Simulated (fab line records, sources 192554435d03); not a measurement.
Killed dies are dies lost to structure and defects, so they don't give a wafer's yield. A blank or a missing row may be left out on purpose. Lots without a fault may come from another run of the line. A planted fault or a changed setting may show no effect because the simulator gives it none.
Which tool did it? | flow n5_finfet | 21 lots, 63 wafers sampled, at 6 steps of a route of 1938

WHAT THE GAUGES READ, wafer by wafer
The record holds no reading of a measuring or inspecting step that can be judged against a usual standard deviation.

WHICH TOOL RAN EACH LOT (tool, then ch and the chambers of the sampled wafers, then the start)
lot  | N5_GATE_CUT_ETCH_37                | N5_GATE_CUT_CUT_ETCH_53           | N5_GATE_CUT_VAPOR_ETCH_51         | N5_MOL_CONTACT_COAG_CONTACT_ETCH_14 | N5_MOL_CONTACT_COAG_SPUTTER_143 | N5_MOL_CONTACT_COAG_ALD_27
L074 | rie_diel-01 ch 0,2,3, day 4 18:40  | rie_metal-02 ch 0,1, day 4 18:59  | rie_metal-02 ch 0,1, day 4 19:14  | rie_diel-05 ch 1,3, day 4 23:09     | pvd_sputter-01, day 5 03:47     | ald_sin-02 ch 0,1, day 5 08:34
L075 | rie_diel-06 ch 0,2,3, day 4 20:08  | rie_metal-02 ch 0,1, day 4 20:26  | rie_metal-02 ch 0,1, day 4 20:41  | rie_diel-03 ch 0,2,3, day 5 00:35   | pvd_sputter-02, day 5 03:54     | ald_sin-01 ch 1,3, day 5 08:54
L076 | rie_diel-06 ch 0,1,2, day 5 01:44  | rie_metal-01 ch 0,1, day 5 02:02  | rie_metal-01 ch 0,1, day 5 02:17  | rie_diel-05 ch 0,3, day 5 05:37     | pvd_sputter-03, day 5 09:18     | ald_sin-02 ch 0,1, day 5 12:25
L078 | rie_diel-01 ch 0,2,3, day 5 13:40  | rie_metal-03 ch 1, day 5 13:58    | rie_metal-03 ch 1, day 5 14:13    | rie_diel-05 ch 2,3, day 5 17:36     | pvd_sputter-01, day 5 19:13     | ald_sin-04 ch 0,3, day 5 23:17
L077 | rie_diel-01 ch 2,3, day 5 15:34    | rie_metal-03 ch 0,1, day 5 15:53  | rie_metal-03 ch 0,1, day 5 16:07  | rie_diel-05 ch 0,3, day 5 19:28     | pvd_sputter-01, day 5 23:07     | ald_sin-04 ch 0,1,3, day 6 03:25
L079 | rie_diel-01 ch 1,2,3, day 5 22:30  | rie_metal-02 ch 0,1, day 5 22:50  | rie_metal-02 ch 0,1, day 5 23:04  | rie_diel-05 ch 1,2, day 6 02:23     | pvd_sputter-02, day 6 05:15     | ald_sin-02 ch 0,1,3, day 6 10:08
L080 | rie_diel-06 ch 1,2,3, day 6 01:46  | rie_metal-01 ch 0,1, day 6 02:04  | rie_metal-01 ch 0,1, day 6 02:23  | rie_diel-03 ch 0,1, day 6 05:51     | pvd_sputter-02, day 6 08:57     | ald_sin-04 ch 0,2, day 6 13:37
L081 | rie_diel-06 ch 0,2,3, day 6 08:01  | rie_metal-02 ch 0,1, day 6 08:21  | rie_metal-02 ch 0,1, day 6 08:35  | rie_diel-05 ch 0,1,2, day 6 12:08   | pvd_sputter-01, day 6 15:52     | ald_sin-02 ch 1,3, day 6 20:27
L082 | rie_diel-02 ch 0,3, day 6 11:13    | rie_metal-01 ch 0,1, day 6 11:32  | rie_metal-01 ch 0,1, day 6 11:46  | rie_diel-04 ch 1,2, day 6 15:29     | pvd_sputter-03, day 6 19:36     | ald_sin-04 ch 1,3, day 7 00:23
L083 | rie_diel-01 ch 1,3, day 6 16:37    | rie_metal-03 ch 0,1, day 6 16:56  | rie_metal-03 ch 0,1, day 6 17:10  | rie_diel-05 ch 1,2,3, day 6 20:31   | pvd_sputter-02, day 6 23:36     | ald_sin-02 ch 0,1,2, day 7 02:20
L084 | rie_diel-06 ch 0,1,3, day 7 02:15  | rie_metal-02 ch 0,1, day 7 02:34  | rie_metal-02 ch 0,1, day 7 02:48  | rie_diel-03 ch 1,2,3, day 7 06:46   | pvd_sputter-01, day 7 10:18     | ald_sin-04 ch 0,1,3, day 7 13:56
L085 | rie_diel-01 ch 2,3, day 7 08:52    | rie_metal-03 ch 0,1, day 7 09:10  | rie_metal-03 ch 0,1, day 7 09:25  | rie_diel-03 ch 0,1,2, day 7 12:56   | pvd_sputter-01, day 7 15:52     | ald_sin-01 ch 1,2,3, day 7 18:53
L086 | rie_diel-06 ch 1,2,3, day 7 16:24  | rie_metal-01 ch 0,1, day 7 16:43  | rie_metal-01 ch 0,1, day 7 16:57  | rie_diel-03 ch 0,1,3, day 7 20:30   | pvd_sputter-02, day 7 22:15     | ald_sin-01 ch 0,1,3, day 8 02:04
L087 | rie_diel-02 ch 0,1, day 7 18:39    | rie_metal-03 ch 0,1, day 7 18:58  | rie_metal-03 ch 0,1, day 7 19:13  | rie_diel-05 ch 1,2, day 7 22:52     | pvd_sputter-01, day 8 01:28     | ald_sin-02 ch 0,2,3, day 8 05:34
L088 | rie_diel-06 ch 0,1,2, day 8 02:01  | rie_metal-02 ch 0,1, day 8 02:20  | rie_metal-02 ch 0,1, day 8 02:34  | rie_diel-05 ch 1,2,3, day 8 05:57   | pvd_sputter-02, day 8 09:22     | ald_sin-01 ch 0,1,3, day 8 13:58
L089 | rie_diel-06 ch 1,3, day 8 04:37    | rie_metal-02 ch 0, day 8 04:55    | rie_metal-02 ch 0, day 8 05:10    | rie_diel-04 ch 0,1,3, day 8 08:47   | pvd_sputter-01, day 8 10:55     | ald_sin-02 ch 0,1, day 8 14:41
L091 | rie_diel-02 ch 0,2,3, day 8 20:54  | rie_metal-01 ch 0,1, day 8 21:13  | rie_metal-01 ch 0,1, day 8 21:27  | rie_diel-05 ch 0,1,2, day 9 00:49   | pvd_sputter-01, day 9 03:01     | ald_sin-02 ch 0,1,3, day 9 06:40
L092 | rie_diel-01 ch 0,1,3, day 9 06:19  | rie_metal-03 ch 0,1, day 9 06:38  | rie_metal-03 ch 0,1, day 9 06:52  | rie_diel-03 ch 0,1, day 9 10:58     | pvd_sputter-01, day 9 14:02     | ald_sin-02 ch 0,2,3, day 9 18:02
L094 | rie_diel-06 ch 0,1,3, day 9 15:44  | rie_metal-01 ch 0,1, day 9 16:04  | rie_metal-01 ch 0,1, day 9 16:18  | rie_diel-04 ch 0,1,3, day 9 19:48   | pvd_sputter-03, day 9 21:43     | ald_sin-04 ch 1,2, day 10 01:28
L095 | rie_diel-06 ch 0,1,3, day 10 01:28 | rie_metal-02 ch 0,1, day 10 01:47 | rie_metal-02 ch 0,1, day 10 02:01 | rie_diel-04 ch 0,1,3, day 10 05:40  | pvd_sputter-03, day 10 07:47    | ald_sin-02 ch 0,2,3, day 10 12:38
L096 | rie_diel-02 ch 0,3, day 10 04:14   | rie_metal-02 ch 0,1, day 10 04:33 | rie_metal-02 ch 0,1, day 10 04:47 | rie_diel-05 ch 0,1, day 10 08:28    | pvd_sputter-01, day 10 11:31    | ald_sin-02 ch 0,2,3, day 10 15:02
- N5_GATE_CUT_ETCH_37: etches SOC in N2/H2, target depth 60 nm, overetch 12 nm, time 90 s.
- N5_GATE_CUT_CUT_ETCH_53: etches W in SF6/Cl2, target depth 79.2 nm.
- N5_GATE_CUT_VAPOR_ETCH_51: etches HfO2 in BCl3/Cl2.
- N5_MOL_CONTACT_COAG_CONTACT_ETCH_14: etches SiO2 in C4F6/O2, target depth 27.5 nm, overetch 8.5 nm, time 20 s.
- N5_MOL_CONTACT_COAG_SPUTTER_143: material Co, target thk 2.5 nm.
- N5_MOL_CONTACT_COAG_ALD_27: deposits SiOC, target thk 17 nm, pulse time 1.5 s, time 2720 s.

WHAT THE TOOLS THEMSELVES READ (means of the sampled wafers that have a number; where no wafer has one, the mark that the record gives instead)
N5_GATE_CUT_ETCH_37. Usual: bias_w 150.0 W, standard deviation 0.46; drypump_motor_current_A 5.8 A, standard deviation 0.41; oes_product_au 0.69 a.u., standard deviation 0.055; rf_vpp_V 523.4 V, standard deviation 2; showerhead_plenum_p_Torr 2.52 Torr, standard deviation 0.067; throttle_valve_pct 17.86 %, standard deviation 0.29.
lot  | tool        | bias_w (W) | drypump_motor_current_A (A) | oes_product_au (a.u.) | rf_vpp_V (V) | showerhead_plenum_p_Torr (Torr) | throttle_valve_pct (%) | flag
L074 | rie_diel-01 | 150.0      | 6.2                         | 0.68                  | 523.4        | 2.50                            | 17.79                  |
L075 | rie_diel-06 | 150.3      | 5.7                         | 0.65                  | 524.3        | 2.55                            | 18.07                  |
L076 | rie_diel-06 | 149.6      | 5.8                         | 0.66                  | 523.5        | 2.52                            | 17.85                  |
L078 | rie_diel-01 | 149.8      | 6.2                         | 0.68                  | 522.7        | 2.50                            | 17.81                  |
L077 | rie_diel-01 | 150.2      | 6.1                         | 0.71                  | 521.7        | 2.49                            | 17.78                  |
L079 | rie_diel-01 | 149.7      | 5.8                         | 0.70                  | 522.2        | 2.48                            | 17.71                  |
L080 | rie_diel-06 | 150.0      | 5.6                         | 0.66                  | 524.3        | 2.57                            | 17.86                  |
L081 | rie_diel-06 | 150.1      | 5.7                         | 0.64                  | 524.6        | 2.55                            | 18.10                  |
L082 | rie_diel-02 | 150.4      | 5.9                         | 0.78                  | 523.4        | 2.55                            | 17.83                  |
L083 | rie_diel-01 | 149.8      | 6.0                         | 0.70                  | 521.5        | 2.44                            | 17.60                  |
L084 | rie_diel-06 | 150.0      | 5.5                         | 0.65                  | 523.9        | 2.56                            | 17.88                  |
L085 | rie_diel-01 | 150.1      | 6.1                         | 0.70                  | 521.9        | 2.48                            | 17.81                  |
L086 | rie_diel-06 | 150.0      | 5.6                         | 0.66                  | 524.0        | 2.56                            | 17.88                  |
L087 | rie_diel-02 | 149.8      | 5.3                         | 0.73                  | 522.6        | 2.48                            | 17.94                  |
L088 | rie_diel-06 | 150.3      | 5.8                         | 0.64                  | 522.2        | 2.51                            | 17.90                  |
L089 | rie_diel-06 | 150.3      | 5.4                         | 0.66                  | 525.6        | 2.60                            | 17.89                  |
L091 | rie_diel-02 | 149.6      | 5.8                         | 0.71                  | 524.5        | 2.56                            | 17.90                  |
L092 | rie_diel-01 | 150.1      | 6.0                         | 0.73                  | 522.1        | 2.44                            | 17.52                  |
L094 | rie_diel-06 | 149.9      | 5.5                         | 0.71                  | 524.4        | 2.55                            | 17.76                  |
L095 | rie_diel-06 | 149.6      | 5.4                         | 0.72                  | 524.2        | 2.55                            | 17.76                  |
L096 | rie_diel-02 | 149.7      | 5.9                         | 0.74                  | 522.9        | 2.54                            | 17.89                  |

N5_GATE_CUT_CUT_ETCH_53. Usual: bias_w 79.98 W, standard deviation 0.25; drypump_motor_current_A 5.9 A, standard deviation 0.57; etch_rf_on_time_s 26.1 s, standard deviation 0.61; oes_product_au 0.68 a.u., standard deviation 0.09; throttle_valve_pct 28.8 %, standard deviation 0.34.
lot  | tool         | bias_w (W) | drypump_motor_current_A (A) | etch_rf_on_time_s (s) | oes_product_au (a.u.) | throttle_valve_pct (%) | flag
L074 | rie_metal-02 | 80.03      | 6.1                         | 25.8                  | 0.75                  | 28.7                   |
L075 | rie_metal-02 | 79.91      | 5.6                         | 25.9                  | 0.68                  | 28.7                   |
L076 | rie_metal-01 | 80.05      | 5.7                         | 26.4                  | 0.75                  | 28.8                   |
L078 | rie_metal-03 | 79.91      | 6.1                         | 25.6                  | 0.72                  | 28.9                   |
L077 | rie_metal-03 | 79.89      | 6.1                         | 26.1                  | 0.66                  | 28.8                   |
L079 | rie_metal-02 | 80.04      | 6.1                         | 25.8                  | 0.73                  | 28.8                   |
L080 | rie_metal-01 | 80.19      | 6.0                         | 26.9                  | 0.66                  | 29.2                   |
L081 | rie_metal-02 | 80.20      | 6.1                         | 26.0                  | 0.73                  | 28.7                   |
L082 | rie_metal-01 | 79.96      | 6.0                         | 26.9                  | 0.65                  | 29.2                   |
L083 | rie_metal-03 | 80.21      | 6.1                         | 25.7                  | 0.69                  | 28.8                   |
L084 | rie_metal-02 | 79.79      | 5.6                         | 26.0                  | 0.67                  | 28.7                   |
L085 | rie_metal-03 | 80.50      | 6.1                         | 25.7                  | 0.69                  | 28.8                   |
L086 | rie_metal-01 | 79.70      | 6.0                         | 27.0                  | 0.64                  | 29.2                   |
L087 | rie_metal-03 | 80.21      | 6.1                         | 26.1                  | 0.65                  | 28.8                   |
L088 | rie_metal-02 | 79.84      | 6.1                         | 25.9                  | 0.71                  | 28.8                   |
L089 | rie_metal-02 | 80.19      | 5.1                         | 25.8                  | 0.61                  | 28.8                   |
L091 | rie_metal-01 | 80.08      | 6.1                         | 27.0                  | 0.63                  | 29.2                   |
L092 | rie_metal-03 | 79.76      | 6.1                         | 26.0                  | 0.67                  | 28.8                   |
L094 | rie_metal-01 | 79.81      | 5.7                         | 26.2                  | 0.71                  | 28.8                   |
L095 | rie_metal-02 | 79.98      | 5.6                         | 25.9                  | 0.66                  | 28.8                   |
L096 | rie_metal-02 | 80.20      | 5.6                         | 26.0                  | 0.65                  | 28.8                   |

N5_GATE_CUT_VAPOR_ETCH_51. Usual: drypump_motor_current_A 5.9 A, standard deviation 0.57; oes_product_au 0.76 a.u., standard deviation 0.094.
lot  | tool         | drypump_motor_current_A (A) | oes_product_au (a.u.) | flag
L074 | rie_metal-02 | 6.1                         | 0.83                  |
L075 | rie_metal-02 | 5.6                         | 0.75                  |
L076 | rie_metal-01 | 5.7                         | 0.82                  |
L078 | rie_metal-03 | 6.1                         | 0.79                  |
L077 | rie_metal-03 | 6.1                         | 0.73                  |
L079 | rie_metal-02 | 6.1                         | 0.81                  |
L080 | rie_metal-01 | 6.0                         | 0.73                  |
L081 | rie_metal-02 | 6.1                         | 0.81                  |
L082 | rie_metal-01 | 6.0                         | 0.72                  |
L083 | rie_metal-03 | 6.1                         | 0.76                  |
L084 | rie_metal-02 | 5.6                         | 0.74                  |
L085 | rie_metal-03 | 6.1                         | 0.75                  |
L086 | rie_metal-01 | 6.1                         | 0.72                  |
L087 | rie_metal-03 | 6.2                         | 0.72                  |
L088 | rie_metal-02 | 6.1                         | 0.78                  |
L089 | rie_metal-02 | 5.1                         | 0.67                  |
L091 | rie_metal-01 | 6.0                         | 0.71                  |
L092 | rie_metal-03 | 6.1                         | 0.75                  |
L094 | rie_metal-01 | 5.7                         | 0.78                  |
L095 | rie_metal-02 | 5.6                         | 0.72                  |
L096 | rie_metal-02 | 5.6                         | 0.72                  |

N5_MOL_CONTACT_COAG_CONTACT_ETCH_14. Usual: C4F6_flow_sccm 16.00 sccm, standard deviation 0.047; bias_w 185.0 W, standard deviation 0.54; drypump_motor_current_A 5.6 A, standard deviation 0.57; oes_product_au 0.69 a.u., standard deviation 0.058; rf_vpp_V 692 V, standard deviation 3.7; showerhead_plenum_p_Torr 2.86 Torr, standard deviation 0.1; throttle_valve_pct 21.28 %, standard deviation 0.2.
lot  | tool        | C4F6_flow_sccm (sccm) | bias_w (W) | drypump_motor_current_A (A) | oes_product_au (a.u.) | rf_vpp_V (V) | showerhead_plenum_p_Torr (Torr) | throttle_valve_pct (%) | flag
L074 | rie_diel-05 | 15.97                 | 184.8      | 5.1                         | 0.74                  | 690          | 2.81                            | 21.28                  |
L075 | rie_diel-03 | 15.99                 | 184.9      | 5.2                         | 0.66                  | 689          | 2.78                            | 21.30                  |
L076 | rie_diel-05 | 15.91                 | 184.3      | 4.9                         | 0.71                  | 689          | 2.80                            | 21.17                  |
L078 | rie_diel-05 | 15.98                 | 185.2      | 5.1                         | 0.72                  | 692          | 2.84                            | 21.32                  |
L077 | rie_diel-05 | 16.00                 | 185.2      | 5.0                         | 0.68                  | 690          | 2.80                            | 21.11                  |
L079 | rie_diel-05 | 15.98                 | 184.7      | 5.9                         | 0.71                  | 691          | 2.84                            | 21.43                  |
L080 | rie_diel-03 | 15.95                 | 184.9      | 5.6                         | 0.68                  | 692          | 2.85                            | 21.38                  |
L081 | rie_diel-05 | 16.00                 | 184.7      | 5.7                         | 0.69                  | 690          | 2.83                            | 21.31                  |
L082 | rie_diel-04 | 16.00                 | 184.9      | 6.0                         | 0.71                  | 696          | 2.97                            | 20.96                  |
L083 | rie_diel-05 | 15.99                 | 184.5      | 5.5                         | 0.70                  | 691          | 2.84                            | 21.39                  |
L084 | rie_diel-03 | 16.02                 | 185.0      | 5.5                         | 0.67                  | 691          | 2.82                            | 21.32                  |
L085 | rie_diel-03 | 16.01                 | 184.9      | 5.5                         | 0.70                  | 692          | 2.86                            | 21.29                  |
L086 | rie_diel-03 | 16.00                 | 185.1      | 5.7                         | 0.64                  | 690          | 2.80                            | 21.42                  |
L087 | rie_diel-05 | 15.94                 | 185.4      | 5.9                         | 0.70                  | 691          | 2.83                            | 21.44                  |
L088 | rie_diel-05 | 16.00                 | 184.9      | 5.5                         | 0.70                  | 690          | 2.83                            | 21.39                  |
L089 | rie_diel-04 | 15.97                 | 184.5      | 6.2                         | 0.75                  | 698          | 3.04                            | 21.11                  |
L091 | rie_diel-05 | 16.00                 | 185.2      | 5.7                         | 0.67                  | 691          | 2.82                            | 21.34                  |
L092 | rie_diel-03 | 16.01                 | 185.4      | 6.0                         | 0.62                  | 693          | 2.89                            | 21.52                  |
L094 | rie_diel-04 | 16.02                 | 185.8      | 6.2                         | 0.73                  | 699          | 3.03                            | 21.13                  |
L095 | rie_diel-04 | 16.00                 | 184.6      | 6.2                         | 0.73                  | 698          | 3.03                            | 21.14                  |
L096 | rie_diel-05 | 16.03                 | 184.9      | 5.4                         | 0.66                  | 690          | 2.78                            | 21.21                  |

N5_MOL_CONTACT_COAG_SPUTTER_143. Usual: chamber_pressure_pa 0.2000 Pa, standard deviation 0.00037; susceptor_temp_C 25.01 C, standard deviation 0.099; throttle_valve_pct 29.8 %, standard deviation 1.
lot  | tool           | chamber_pressure_pa (Pa) | susceptor_temp_C (C) | throttle_valve_pct (%) | flag
L074 | pvd_sputter-01 | 0.1995                   | 25.00                | 30.1                   |
L075 | pvd_sputter-02 | 0.2000                   | 24.99                | 29.6                   |
L076 | pvd_sputter-03 | 0.1999                   | 24.95                | 30.2                   |
L078 | pvd_sputter-01 | 0.2000                   | 24.93                | 28.4                   |
L077 | pvd_sputter-01 | 0.1999                   | 25.03                | 30.1                   |
L079 | pvd_sputter-02 | 0.2003                   | 25.01                | 29.4                   |
L080 | pvd_sputter-02 | 0.2000                   | 24.98                | 29.8                   |
L081 | pvd_sputter-01 | 0.1999                   | 24.94                | 29.2                   |
L082 | pvd_sputter-03 | 0.2001                   | 25.03                | 30.3                   |
L083 | pvd_sputter-02 | 0.2000                   | 25.00                | 29.5                   |
L084 | pvd_sputter-01 | 0.2000                   | 24.99                | 30.1                   |
L085 | pvd_sputter-01 | 0.1998                   | 24.94                | 30.2                   |
L086 | pvd_sputter-02 | 0.2001                   | 24.94                | 29.6                   |
L087 | pvd_sputter-01 | 0.2001                   | 25.03                | 29.3                   |
L088 | pvd_sputter-02 | 0.1999                   | 25.03                | 29.7                   |
L089 | pvd_sputter-01 | 0.2000                   | 25.09                | 30.1                   |
L091 | pvd_sputter-01 | 0.1997                   | 25.09                | 29.3                   |
L092 | pvd_sputter-01 | 0.1999                   | 25.10                | 30.1                   |
L094 | pvd_sputter-03 | 0.1998                   | 25.07                | 31.0                   |
L095 | pvd_sputter-03 | 0.1999                   | 25.06                | 30.6                   |
L096 | pvd_sputter-01 | 0.2000                   | 25.05                | 29.1                   |

N5_MOL_CONTACT_COAG_ALD_27. Usual: heater_power_w 856 W, standard deviation 61; precursor_pulse_height_rel 1.000, standard deviation 0.019; susceptor_temp_C 400.03 C, standard deviation 0.21.
lot  | tool       | heater_power_w (W) | precursor_pulse_height_rel | susceptor_temp_C (C) | flag
L074 | ald_sin-02 | 771                | 0.987                      | 399.84               |
L075 | ald_sin-01 | 914                | 0.988                      | 399.90               |
L076 | ald_sin-02 | 779                | 1.000                      | 400.10               |
L078 | ald_sin-04 | 835                | 0.991                      | 400.27               |
L077 | ald_sin-04 | 851                | 1.017                      | 400.14               |
L079 | ald_sin-02 | 812                | 1.004                      | 400.04               |
L080 | ald_sin-04 | 838                | 0.991                      | 399.76               |
L081 | ald_sin-02 | 855                | 1.003                      | 400.15               |
L082 | ald_sin-04 | 854                | 0.992                      | 400.02               |
L083 | ald_sin-02 | 849                | 1.006                      | 400.02               |
L084 | ald_sin-04 | 853                | 0.998                      | 400.12               |
L085 | ald_sin-01 | 854                | 0.994                      | 400.05               |
L086 | ald_sin-01 | 921                | 0.997                      | 400.02               |
L087 | ald_sin-02 | 857                | 1.011                      | 400.26               |
L088 | ald_sin-01 | 904                | 0.995                      | 400.13               |
L089 | ald_sin-02 | 815                | 0.991                      | 399.93               |
L091 | ald_sin-02 | 825                | 1.003                      | 400.06               |
L092 | ald_sin-02 | 834                | 0.995                      | 400.01               |
L094 | ald_sin-04 | 853                | 1.002                      | 400.15               |
L095 | ald_sin-02 | 852                | 1.011                      | 399.93               |
L096 | ald_sin-02 | 855                | 0.993                      | 399.83               |

THE ANSWER, worked out from the rows above alone
Rule: a lot is off if the mean of its wafers that have a number lies more than 3 standard deviations from the usual mean. A lot without any number at a reading at which 4 lots or more have one is off too. The other lots that the step has rows for count as sound. The gauges are gone through in route order, then the tools' own readings, and for those a lot's mean is taken as printed above. The first step at which some lot is off is used, and at that step the reading that is off furthest; a lot without a number counts as furthest.
No lot is off at any reading shown: from this, nothing can be told.

WHAT THE SIMULATOR HAD PUT IN
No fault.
